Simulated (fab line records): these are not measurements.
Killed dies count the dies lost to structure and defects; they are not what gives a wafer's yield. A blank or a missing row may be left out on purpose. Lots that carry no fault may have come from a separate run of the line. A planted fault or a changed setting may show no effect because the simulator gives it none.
fab line records	flow nand-harc	part 1 of 2: steps 1 to 18 of 29
record lots=5	wafers=15	last-day=31
route steps=1302 shown A_CHANNEL_HOLE_D1@470 A_CHANNEL_FILL_D1@490
lots with no fault: from the same line, run without faults
start-h: hours from the record's first day to the start of the lot's first wafer shown	wait-h: time in hours since the lot's previous step	" the same as in the row above	L1.1+2: one row covering several wafers at once	- no value, or no start given	* or withheld: withheld	< > ~ a bound
route shown NAME@n: names a module that has steps shown in the file, with the first one's number in the route	usual: mean/standard deviation of fault-free wafers	same: alike in all rows	chamber/n: place in a boat	sites: the reading at each site	_std_site: the standard deviation of these	_edge_site: the outer-site mean with the inner-site mean subtracted	radius-mm: for every site, how far away it sits from the centre of the wafer	mask NAME#n: copy n	behind: the last tool/chamber to shape the wafer	hold: the reason the lot was held/the length of the hold in hours/how it ended	device: which transistor (n, p or np) failed to switch	end of line: the same wafers' tests at the end of the route	step lacking rows: just its recipe	killed: dies lost to structure and defects at the first sort, not the wafer's yield	map: per-die view of a wafer (x killed, . not killed, _ where there is no die)
set.NAME: the setting that was run; set.NAME@STEP: the one run at that earlier step	model.NAME: the simulator's own value behind a step, which no gauge read
lots seen at some steps along the route; tables by step, rows by wafer
services: when a tool's chamber went out of use (start-h, in hours from the record's first day, below 0 if earlier), for how many hours, and the reason
## steps
# step NHARC_A_CHANNEL_HOLE_D1_CD_MEAS_18
# usual cd-nm=99.1/2.4
lot.wafer	tool	chamber	start-h	wait-h	cd-nm
L074.2	cd-sem-01	-	184.22	-	100.6
L074.3	"	-	"	"	98.6
L074.5	"	-	"	"	95.6
L077.1	cd-sem-02	-	208.49	-	96.9
L077.4	"	-	"	"	97.5
L077.5	"	-	"	"	97.0
L081.1	cd-sem-01	-	253.48	-	94.6
L081.5	"	-	"	"	95.6
L081.6	"	-	"	"	99.4
L083.3	cd-sem-01	-	269.16	-	102.8
L083.5	"	-	"	"	95.9
L083.6	"	-	"	"	98.9
L091.1	cd-sem-01	-	351.07	-	98.5
L091.3	"	-	"	"	98.3
L091.6	"	-	"	"	99.3
# step NHARC_A_CHANNEL_HOLE_D1_ETCH_19
# recipe bias-v=1200	source-w=2500	pressure-mtorr=15	time-s=34.5	ar-flow-sccm=375	c4f8-flow-sccm=28.8	o2-flow-sccm=96.2	temp-c=-20	target-depth-a=*	chemistry=C4F8/O2/Ar
# usual drypump-motor-current-A=5.75/0.22	showerhead-plenum-p-Torr=3.65/0.16	throttle-valve-pct=37.037/0.0094
lot.wafer	tool	chamber	start-h	wait-h	drypump-motor-current-A	rf-hours-counter-h	showerhead-plenum-p-Torr	throttle-valve-pct
L074.2	har-etch-02	1	184.31	0.1	6.13	290	3.52	37.032
L074.3	"	0	"	"	5.58	-	3.55	37.029
L074.5	"	0	"	"	5.58	-	3.55	37.032
L077.1	har-etch-01	1	210.73	2.2	5.71	103	3.61	37.029
L077.4	"	0	"	"	5.62	-	3.77	37.044
L077.5	"	1	"	"	5.69	-	3.61	37.027
L081.1	har-etch-02	1	253.55	0.1	6.11	317	3.50	37.028
L081.5	"	1	"	"	6.14	-	3.50	37.040
L081.6	"	0	"	"	5.57	-	3.52	37.028
L083.3	har-etch-01	1	269.27	0.1	5.67	-	3.59	37.037
L083.5	"	1	"	"	5.69	-	3.59	37.057
L083.6	"	0	"	"	5.61	-	3.74	37.046
L091.1	har-etch-02	0	351.14	0.1	5.59	386	3.49	37.050
L091.3	"	0	"	"	5.59	-	3.49	37.040
L091.6	"	1	"	"	6.13	-	3.47	37.019
# step NHARC_A_CHANNEL_HOLE_D1_ETCH_20
# recipe bias-v=3000	source-w=withheld	pressure-mtorr=20	time-s=361.9	ar-flow-sccm=375	c4f8-flow-sccm=89.3	o2-flow-sccm=35.7	temp-c=-20	target-depth-a=16000	chemistry=C4F8/O2/Ar
# usual drypump-motor-current-A=5.75/0.21	showerhead-plenum-p-Torr=3.61/0.15	throttle-valve-pct=32.157/0.0093
lot.wafer	tool	chamber	start-h	wait-h	drypump-motor-current-A	rf-hours-counter-h	showerhead-plenum-p-Torr	throttle-valve-pct
L074.2	har-etch-02	1	184.46	0.1	6.14	290	3.48	32.160
L074.3	"	0	"	"	5.58	-	3.51	32.158
L074.5	"	0	"	"	5.58	-	3.51	32.149
L077.1	har-etch-01	1	210.85	0.1	5.70	103	3.58	32.173
L077.4	"	0	"	"	5.62	-	3.72	32.160
L077.5	"	1	"	"	5.71	-	3.58	32.173
L081.1	har-etch-02	1	253.66	0.1	6.11	317	3.47	32.168
L081.5	"	1	"	"	6.12	-	3.47	32.183
L081.6	"	0	"	"	5.59	-	3.49	32.152
L083.3	har-etch-01	1	269.45	0.2	5.68	-	3.56	32.156
L083.5	"	1	"	"	5.69	-	3.56	32.163
L083.6	"	0	"	"	5.63	-	3.70	32.161
L091.1	har-etch-02	0	351.26	0.1	5.58	386	3.46	32.155
L091.3	"	0	"	"	5.58	-	3.46	32.178
L091.6	"	1	"	"	6.15	-	3.44	32.140
# step NHARC_A_CHANNEL_HOLE_D1_ETCH_21
# recipe bias-v=3000	source-w=withheld	pressure-mtorr=20	time-s=514.3	ar-flow-sccm=375	c4f8-flow-sccm=89.3	o2-flow-sccm=35.7	temp-c=-20	target-depth-a=16000	chemistry=C4F8/O2/Ar
# usual drypump-motor-current-A=5.75/0.22	showerhead-plenum-p-Torr=3.61/0.15	throttle-valve-pct=32.156/0.0084
lot.wafer	tool	chamber	start-h	wait-h	drypump-motor-current-A	rf-hours-counter-h	showerhead-plenum-p-Torr	throttle-valve-pct
L074.2	har-etch-02	1	184.79	0.3	6.14	291	3.48	32.147
L074.3	"	0	"	"	5.59	-	3.51	32.157
L074.5	"	0	"	"	5.58	-	3.51	32.162
L077.1	har-etch-01	1	211.16	0.3	5.68	104	3.58	32.152
L077.4	"	0	"	"	5.62	-	3.72	32.155
L077.5	"	1	"	"	5.67	-	3.58	32.160
L081.1	har-etch-02	1	253.98	0.3	6.13	317	3.47	32.156
L081.5	"	1	"	"	6.13	-	3.47	32.161
L081.6	"	0	"	"	5.59	-	3.49	32.169
L083.3	har-etch-01	1	269.80	0.3	5.70	-	3.56	32.146
L083.5	"	1	"	"	5.71	-	3.56	32.159
L083.6	"	0	"	"	5.62	-	3.70	32.141
L091.1	har-etch-02	0	351.57	0.3	5.57	386	3.46	32.151
L091.3	"	0	"	"	5.59	-	3.46	32.170
L091.6	"	1	"	"	6.16	-	3.44	32.148
# step NHARC_A_CHANNEL_HOLE_D1_ETCH_22
# recipe bias-v=3000	source-w=withheld	pressure-mtorr=20	time-s=666.7	ar-flow-sccm=375	c4f8-flow-sccm=89.3	o2-flow-sccm=35.7	temp-c=-20	target-depth-a=16000	chemistry=C4F8/O2/Ar
# usual drypump-motor-current-A=5.75/0.22	showerhead-plenum-p-Torr=3.61/0.15	throttle-valve-pct=32.154/0.01
lot.wafer	tool	chamber	start-h	wait-h	drypump-motor-current-A	rf-hours-counter-h	showerhead-plenum-p-Torr	throttle-valve-pct
L074.2	har-etch-02	1	185.26	0.4	6.14	291	3.48	32.134
L074.3	"	0	"	"	5.58	-	3.51	32.150
L074.5	"	0	"	"	5.58	-	3.51	32.156
L077.1	har-etch-01	1	211.60	0.4	5.69	104	3.58	32.172
L077.4	"	0	"	"	5.62	-	3.72	32.152
L077.5	"	1	"	"	5.70	-	3.58	32.162
L081.1	har-etch-02	1	254.42	0.4	6.15	318	3.47	32.158
L081.5	"	1	"	"	6.15	-	3.47	32.156
L081.6	"	0	"	"	5.58	-	3.49	32.150
L083.3	har-etch-01	1	270.28	0.4	5.71	-	3.56	32.170
L083.5	"	1	"	"	5.72	-	3.56	32.155
L083.6	"	0	"	"	5.63	-	3.70	32.153
L091.1	har-etch-02	0	352.01	0.4	5.58	387	3.46	32.153
L091.3	"	0	"	"	5.57	-	3.46	32.147
L091.6	"	1	"	"	6.15	-	3.44	32.162
# step NHARC_A_CHANNEL_HOLE_D1_ETCH_23
# recipe bias-v=5000	source-w=withheld	pressure-mtorr=20	time-s=819	ar-flow-sccm=375	c4f8-flow-sccm=89.3	o2-flow-sccm=35.7	temp-c=-20	target-depth-a=16000	chemistry=C4F8/O2/Ar
# usual drypump-motor-current-A=5.75/0.22	showerhead-plenum-p-Torr=3.61/0.15	throttle-valve-pct=32.156/0.0089
lot.wafer	tool	chamber	start-h	wait-h	drypump-motor-current-A	rf-hours-counter-h	showerhead-plenum-p-Torr	throttle-valve-pct
L074.2	har-etch-02	1	185.85	0.5	6.17	292	3.48	32.143
L074.3	"	0	"	"	5.57	-	3.51	32.153
L074.5	"	0	"	"	5.56	-	3.51	32.174
L077.1	har-etch-01	1	212.17	0.5	5.70	105	3.58	32.143
L077.4	"	0	"	"	5.62	-	3.72	32.160
L077.5	"	1	"	"	5.68	-	3.58	32.140
L081.1	har-etch-02	1	255.01	0.5	6.14	318	3.47	32.162
L081.5	"	1	"	"	6.11	-	3.47	32.155
L081.6	"	0	"	"	5.58	-	3.49	32.162
L083.3	har-etch-01	1	270.89	0.5	5.70	-	3.56	32.151
L083.5	"	1	"	"	5.70	-	3.56	32.171
L083.6	"	0	"	"	5.63	-	3.70	32.153
L091.1	har-etch-02	0	352.59	0.5	5.59	387	3.46	32.156
L091.3	"	0	"	"	5.56	-	3.46	32.152
L091.6	"	1	"	"	6.18	-	3.44	32.140
# step NHARC_A_CHANNEL_HOLE_D1_ETCH_24
# recipe bias-v=5000	source-w=withheld	pressure-mtorr=20	time-s=906.2	ar-flow-sccm=375	c4f8-flow-sccm=93.8	o2-flow-sccm=31.2	temp-c=-20	target-depth-a=15000	chemistry=C4F8/O2/Ar
# usual drypump-motor-current-A=5.75/0.22	showerhead-plenum-p-Torr=3.61/0.15	throttle-valve-pct=32.236/0.0091
lot.wafer	tool	chamber	start-h	wait-h	drypump-motor-current-A	rf-hours-counter-h	showerhead-plenum-p-Torr	throttle-valve-pct
L074.2	har-etch-02	1	186.56	0.6	6.13	292	3.48	32.241
L074.3	"	0	"	"	5.59	-	3.51	32.235
L074.5	"	0	"	"	5.58	-	3.51	32.237
L077.1	har-etch-01	1	212.88	0.6	5.71	105	3.57	32.237
L077.4	"	0	"	"	5.62	-	3.72	32.248
L077.5	"	1	"	"	5.71	-	3.57	32.247
L081.1	har-etch-02	1	255.70	0.6	6.14	319	3.46	32.243
L081.5	"	1	"	"	6.15	-	3.46	32.232
L081.6	"	0	"	"	5.59	-	3.48	32.233
L083.3	har-etch-01	1	271.62	0.6	5.68	-	3.55	32.241
L083.5	"	1	"	"	5.70	-	3.55	32.233
L083.6	"	0	"	"	5.63	-	3.70	32.244
L091.1	har-etch-02	0	353.29	0.6	5.58	388	3.46	32.243
L091.3	"	0	"	"	5.58	-	3.46	32.247
L091.6	"	1	"	"	6.16	-	3.44	32.228
# step NHARC_A_CHANNEL_HOLE_D1_ETCH_25
# recipe bias-v=5000	source-w=withheld	pressure-mtorr=20	time-s=1040.2	ar-flow-sccm=375	c4f8-flow-sccm=93.8	o2-flow-sccm=31.2	temp-c=-20	target-depth-a=15000	chemistry=C4F8/O2/Ar
# usual drypump-motor-current-A=5.75/0.22	showerhead-plenum-p-Torr=3.61/0.15	throttle-valve-pct=32.235/0.0094
lot.wafer	tool	chamber	start-h	wait-h	drypump-motor-current-A	rf-hours-counter-h	showerhead-plenum-p-Torr	throttle-valve-pct
L074.2	har-etch-02	1	187.34	0.7	6.13	293	3.48	32.240
L074.3	"	0	"	"	5.59	-	3.51	32.234
L074.5	"	0	"	"	5.59	-	3.51	32.230
L077.1	har-etch-01	1	213.65	0.6	5.72	106	3.57	32.240
L077.4	"	0	"	"	5.61	-	3.72	32.236
L077.5	"	1	"	"	5.71	-	3.57	32.227
L081.1	har-etch-02	1	256.47	0.6	6.14	320	3.46	32.222
L081.5	"	1	"	"	6.14	-	3.46	32.232
L081.6	"	0	"	"	5.58	-	3.48	32.240
L083.3	har-etch-01	1	272.44	0.7	5.71	-	3.55	32.227
L083.5	"	1	"	"	5.70	-	3.55	32.215
L083.6	"	0	"	"	5.62	-	3.69	32.237
L091.1	har-etch-02	0	354.06	0.6	5.58	389	3.46	32.229
L091.3	"	0	"	"	5.57	-	3.46	32.245
L091.6	"	1	"	"	6.14	-	3.43	32.250
# step NHARC_A_CHANNEL_HOLE_D1_ETCH_26
# recipe bias-v=300	source-w=2000	pressure-mtorr=30	time-s=224.1	ar-flow-sccm=375	c4f8-flow-sccm=11.4	o2-flow-sccm=113.6	temp-c=-20	target-depth-a=3000	chemistry=C4F8/O2/Ar
# usual drypump-motor-current-A=5.75/0.22	showerhead-plenum-p-Torr=3.65/0.16	throttle-valve-pct=24.583/0.009
lot.wafer	tool	chamber	start-h	wait-h	drypump-motor-current-A	rf-hours-counter-h	showerhead-plenum-p-Torr	throttle-valve-pct
L074.2	har-etch-02	1	188.10	0.6	6.15	294	3.51	24.572
L074.3	"	0	"	"	5.59	-	3.55	24.593
L074.5	"	0	"	"	5.59	-	3.54	24.577
L077.1	har-etch-01	1	214.53	0.7	5.70	107	3.61	24.583
L077.4	"	0	"	"	5.60	-	3.77	24.577
L077.5	"	1	"	"	5.71	-	3.61	24.579
L081.1	har-etch-02	1	257.33	0.7	6.10	321	3.50	24.579
L081.5	"	1	"	"	6.13	-	3.50	24.567
L081.6	"	0	"	"	5.59	-	3.52	24.579
L083.3	har-etch-01	1	273.10	0.5	5.68	-	3.59	24.601
L083.5	"	1	"	"	5.70	-	3.59	24.571
L083.6	"	0	"	"	5.62	-	3.75	24.583
L091.1	har-etch-02	0	354.94	0.7	5.58	390	3.49	24.580
L091.3	"	0	"	"	5.58	-	3.49	24.581
L091.6	"	1	"	"	6.13	-	3.47	24.582
# step NHARC_A_CHANNEL_HOLE_D1_ETCH_33
# recipe bias-v=400	source-w=2000	pressure-mtorr=25	time-s=90	ar-flow-sccm=375	c4f8-flow-sccm=41.7	o2-flow-sccm=83.3	temp-c=-20	target-depth-a=4000	chemistry=C4F8/O2/Ar
# usual drypump-motor-current-A=5.75/0.21	showerhead-plenum-p-Torr=3.65/0.16	throttle-valve-pct=27.619/0.0089
lot.wafer	tool	chamber	start-h	wait-h	drypump-motor-current-A	rf-hours-counter-h	showerhead-plenum-p-Torr	throttle-valve-pct
L074.2	har-etch-02	1	188.30	0.2	6.15	294	3.51	27.612
L074.3	"	0	"	"	5.56	-	3.54	27.620
L074.5	"	0	"	"	5.58	-	3.54	27.611
L077.1	har-etch-01	1	214.73	0.2	5.70	107	3.61	27.622
L077.4	"	0	"	"	5.62	-	3.76	27.599
L077.5	"	1	"	"	5.69	-	3.61	27.615
L081.1	har-etch-02	1	257.53	0.2	6.11	321	3.50	27.604
L081.5	"	1	"	"	6.12	-	3.50	27.614
L081.6	"	0	"	"	5.59	-	3.52	27.619
L083.3	har-etch-01	1	273.30	0.2	5.70	-	3.59	27.626
L083.5	"	1	"	"	5.69	-	3.59	27.631
L083.6	"	0	"	"	5.63	-	3.74	27.618
L091.1	har-etch-02	0	355.14	0.2	5.58	390	3.49	27.620
L091.3	"	0	"	"	5.58	-	3.49	27.619
L091.6	"	1	"	"	6.14	-	3.47	27.630
# step NHARC_A_CHANNEL_HOLE_D1_STRIP_41
# recipe n2-flow-sccm=150	h2-flow-sccm=150	ar-flow-sccm=0	bias-w=0	chemistry=N2/H2
lot.wafer	tool	chamber	start-h	wait-h
L074.2+3+5	rie-diel-07	2,0,2	188.81	0.5
L077.4+1+5	rie-diel-07	2,3,1	215.28	0.4
L081.1+5+6	rie-diel-13	0,1,2	258.08	0.5
L083.3+5+6	rie-diel-06	0,2,3	273.78	0.5
L091.1+3+6	rie-diel-07	1,2,1	355.68	0.5
# step NHARC_A_CHANNEL_HOLE_D1_STRIP_42
# recipe cf4-flow-sccm=100	chf3-flow-sccm=30	ar-flow-sccm=0	bias-w=0	chemistry=CF4/CHF3
lot.wafer	tool	chamber	start-h	wait-h
L074.2+3+5	rie-diel-07	2,3,2	188.90	0.1
L077.1+4+5	rie-diel-07	3,2,3	215.36	0.1
L081.1+6+5	rie-diel-13	0,2,3	258.16	0.1
L083.3+6+5	rie-diel-06	1,2,3	273.86	0.1
L091.3+1+6	rie-diel-07	0,1,1	355.77	0.1
# step NHARC_A_CHANNEL_HOLE_D1_STRIP_43
# recipe o2-flow-sccm=400	cos-flow-sccm=20	ar-flow-sccm=0	bias-w=0	chemistry=O2/COS
lot.wafer	tool	chamber	start-h	wait-h
L074.2+3+5	rie-diel-07	3,1,0	188.97	0.1
L077.4+1+5	rie-diel-07	3,1,3	215.42	0.1
L081.1+6+5	rie-diel-13	1,2,3	258.22	0.1
L083.3+6+5	rie-diel-06	2,1,2	273.92	0.1
L091.3+1+6	rie-diel-07	0,2,3	355.83	0.1
# step NHARC_A_CHANNEL_HOLE_D1_ETCH_44
# recipe target-depth-a=1400	overetch-a=140	time-s=77	ion-energy-ev=100	cf4-flow-sccm=80	o2-flow-sccm=20	ar-flow-sccm=0	rf-w=300	bias-w=100	chemistry=CF4/O2
# usual drypump-motor-current-A=5.7/0.41	oes-product-au=0.995/0.011	rf-vpp-V=197.1/1.6	showerhead-plenum-p-Torr=1.30/0.061	throttle-valve-pct=13.398/0.0083
lot.wafer	tool	chamber	start-h	wait-h	drypump-motor-current-A	oes-product-au	rf-hours-counter-h	rf-vpp-V	showerhead-plenum-p-Torr	throttle-valve-pct
L074.3	rie-diel-07	3	189.03	0.1	5.4	0.993	6	198.3	1.34	13.376
L074.2	"	1	"	"	5.6	0.998	6	196.8	1.24	13.407
L074.5	"	0	"	"	5.6	0.995	-	194.8	1.25	13.392
L077.1	rie-diel-07	2	215.48	0.0	6.3	0.993	8	197.4	1.29	13.390
L077.4	"	0	"	"	5.6	0.992	8	196.1	1.25	13.403
L077.5	"	3	"	"	5.4	0.983	-	198.4	1.34	13.393
L081.1	rie-diel-13	1	258.27	0.0	6.4	0.995	17	199.3	1.39	13.383
L081.6	"	1	"	"	6.4	0.992	-	197.3	1.39	13.393
L081.5	"	2	"	"	5.4	0.997	-	199.3	1.39	13.397
L083.3	rie-diel-06	3	273.98	0.1	4.8	0.966	44	195.8	1.26	13.398
L083.6	"	3	"	"	4.8	0.981	-	195.3	1.26	13.393
L083.5	"	0	"	"	6.0	1.012	-	197.3	1.30	13.401
L091.1	rie-diel-07	0	355.89	0.0	5.7	0.995	5	197.7	1.25	13.381
L091.3	"	3	"	"	5.4	0.965	6	197.5	1.34	13.389
L091.6	"	0	"	"	5.6	0.990	-	196.2	1.25	13.408
# step NHARC_A_CHANNEL_HOLE_D1_STRIP_27
# recipe o2-flow-sccm=500	ar-flow-sccm=0	bias-w=0	chemistry=O2
# usual drypump-motor-current-A=5.7/0.41	oes-product-au=0.993/0.011	rf-vpp-V=57.6/0.9	showerhead-plenum-p-Torr=3.45/0.16	throttle-valve-pct=17.036/0.0096
lot.wafer	tool	chamber	start-h	wait-h	drypump-motor-current-A	oes-product-au	rf-hours-counter-h	rf-vpp-V	showerhead-plenum-p-Torr	throttle-valve-pct
L074.2	rie-diel-07	3	-	-	5.4	0.983	6	57.8	3.55	17.032
L074.3	"	0	"	"	5.6	1.001	6	58.4	3.32	17.043
L074.5	"	2	"	"	6.3	0.980	-	57.4	3.41	17.028
L077.1	rie-diel-07	2	-	-	6.4	0.997	8	57.6	3.40	17.049
L077.4	"	3	"	"	5.4	0.984	8	58.1	3.54	17.041
L077.5	"	1	"	"	5.6	0.996	-	58.5	3.29	17.029
L081.1	rie-diel-13	0	-	-	6.0	1.007	25	58.3	3.67	17.041
L081.6	"	2	"	"	5.4	0.978	-	57.9	3.68	17.048
L081.5	"	3	"	"	5.9	0.998	-	57.0	3.28	17.021
L083.3	rie-diel-06	1	-	-	5.4	1.010	53	57.3	3.28	17.040
L083.5	"	2	"	"	5.6	1.011	-	58.2	3.45	17.020
L083.6	"	3	"	"	4.8	0.977	-	58.4	3.34	17.017
L091.1	rie-diel-07	0	-	-	5.7	1.002	5	56.2	3.31	17.034
L091.3	"	2	"	"	6.4	0.999	5	58.5	3.40	17.052
L091.6	"	3	"	"	5.4	0.984	-	57.6	3.54	17.036
# step NHARC_A_CHANNEL_HOLE_D1_PRECLEAN_28
# recipe time-s=*	temp-c=50	bath-age-min=0	chemistry=SC1
lot.wafer	tool	chamber	start-h	wait-h
L074.3+2+5	wet-bench-05	0,1,3	189.68	-
L077.4+1+5	wet-bench-02	5,1,2	216.14	-
L081.5+6+1	wet-bench-05	6,0,2	258.93	-
L083.5+6+3	wet-bench-03	4,5,7	274.63	-
L091.6+3+1	wet-bench-05	0,1,3	356.55	-
# step NHARC_A_CHANNEL_HOLE_D1_SRD_29
lot.wafer	tool	chamber	start-h	wait-h
L074.3+2+5	wet-bench-05	0,1,3	-	-
L077.4+1+5	wet-bench-02	5,1,2	-	-
L081.5+6+1	wet-bench-05	6,0,2	-	-
L083.5+6+3	wet-bench-03	4,5,7	-	-
L091.6+3+1	wet-bench-05	0,1,3	-	-
# step NHARC_A_CHANNEL_HOLE_D1_CD_MEAS_30
# usual cd-nm=90.9/1.8
lot.wafer	tool	chamber	start-h	wait-h	cd-nm
L074.2	cd-sem-01	-	189.82	-	90.0
L074.3	"	-	"	"	92.8
L074.5	"	-	"	"	88.3
L077.1	cd-sem-01	-	216.27	-	91.5
L077.4	"	-	"	"	91.6
L077.5	"	-	"	"	91.4
L081.1	cd-sem-03	-	259.06	-	91.3
L081.5	"	-	"	"	89.8
L081.6	"	-	"	"	90.3
L083.3	cd-sem-01	-	274.78	-	91.2
L083.5	"	-	"	"	93.0
L083.6	"	-	"	"	89.9
L091.1	cd-sem-02	-	356.69	-	92.3
L091.3	"	-	"	"	90.7
L091.6	"	-	"	"	93.9
